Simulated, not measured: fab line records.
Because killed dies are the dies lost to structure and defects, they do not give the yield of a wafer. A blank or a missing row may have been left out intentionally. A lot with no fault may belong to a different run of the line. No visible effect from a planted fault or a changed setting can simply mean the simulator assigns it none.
Chamber matching || flow n5 finfet || N5_MOL_CONTACT_COAG_CMP_52 on cmp-02 has 4 sister chambers
The step polishes, stops on SiO2, t overpolish 1.5 s, target thk 66.5 nm. 8 wafers are shown with their chamber, then 11 later ones without.

EACH WAFER AND ITS CHAMBER
{"wafer": "L076.1", "chamber": 1, "motor current A (A)": 13.9, "time to endpoint s (s)": 14.0}
{"wafer": "L084.5", "chamber": 3, "motor current A (A)": 12.1, "time to endpoint s (s)": 8.7}
{"wafer": "L090.3", "chamber": 3, "motor current A (A)": 11.4, "time to endpoint s (s)": 12.6}
{"wafer": "L090.6", "chamber": 2, "motor current A (A)": 11.4, "time to endpoint s (s)": 9.4}
{"wafer": "L091.1", "chamber": 0, "motor current A (A)": 11.5, "time to endpoint s (s)": 14.4}
{"wafer": "L091.3", "chamber": 1, "motor current A (A)": 13.8, "time to endpoint s (s)": 17.5}
{"wafer": "L091.5", "chamber": 2, "motor current A (A)": 11.3, "time to endpoint s (s)": 12.6}
{"wafer": "L092.1", "chamber": 0, "motor current A (A)": 11.5, "time to endpoint s (s)": 12.3}

WAFERS WHOSE CHAMBER IS MISSING
{"wafer": "L092.2", "motor current A (A)": 11.0, "time to endpoint s (s)": 10.6}
{"wafer": "L092.6", "motor current A (A)": 12.6, "time to endpoint s (s)": 12.6}
{"wafer": "L094.2", "motor current A (A)": 13.6, "time to endpoint s (s)": 16.9}
{"wafer": "L094.3", "motor current A (A)": 11.4, "time to endpoint s (s)": 16.3}
{"wafer": "L094.4", "motor current A (A)": 11.2, "time to endpoint s (s)": 13.8}
{"wafer": "L094.1", "motor current A (A)": 12.2, "time to endpoint s (s)": 16.2}
{"wafer": "L094.5", "motor current A (A)": 12.4, "time to endpoint s (s)": 15.0}
{"wafer": "L094.6", "motor current A (A)": 11.3, "time to endpoint s (s)": 11.2}
{"wafer": "L095.2", "motor current A (A)": 12.8, "time to endpoint s (s)": 16.7}
{"wafer": "L095.3", "motor current A (A)": 10.8, "time to endpoint s (s)": 11.2}
{"wafer": "L095.5", "motor current A (A)": 10.8, "time to endpoint s (s)": 13.0}

THE CHAMBER EACH PASSED THROUGH
{"wafer": "L092.2", "from the rows above": "can't be placed: 2 or 0 or 3", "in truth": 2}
{"wafer": "L092.6", "from the rows above": "can't be placed: 3 or 0 or 2 or 1", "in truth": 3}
{"wafer": "L094.2", "from the rows above": 1, "in truth": 1}
{"wafer": "L094.3", "from the rows above": "can't be placed: 0 or 2 or 3", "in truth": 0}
{"wafer": "L094.4", "from the rows above": "can't be placed: 0 or 2 or 3", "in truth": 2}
{"wafer": "L094.1", "from the rows above": "can't be placed: 3 or 0 or 2", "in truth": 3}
{"wafer": "L094.5", "from the rows above": "can't be placed: 3 or 0 or 2", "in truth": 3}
{"wafer": "L094.6", "from the rows above": "can't be placed: 2 or 0 or 3", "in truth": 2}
{"wafer": "L095.2", "from the rows above": "can't be placed: 1 or 3 or 0", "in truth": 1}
{"wafer": "L095.3", "from the rows above": "can't be placed: 2 or 0 or 3", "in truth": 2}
{"wafer": "L095.5", "from the rows above": "can't be placed: 2 or 0 or 3", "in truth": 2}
Placed correctly: 1 of 11. Unplaceable from these rows: 10, with the true chamber sitting among the candidates in 10. Placed wrongly: 0.
How it was worked out, from the rows above alone: a wafer's distance from a chamber is the root of the sum, over the readings, of the square of ((its reading less the chamber's mean) divided by the reading's scatter). The wafer belongs to the nearest chamber; if the next one is less than 2 further off, it can't be placed. Each chamber's mean is taken over the wafers shown for it. The scatter: the root of (the sum of the squares of (reading less its chamber's mean) over the shown wafers, divided by (wafers less chambers)).
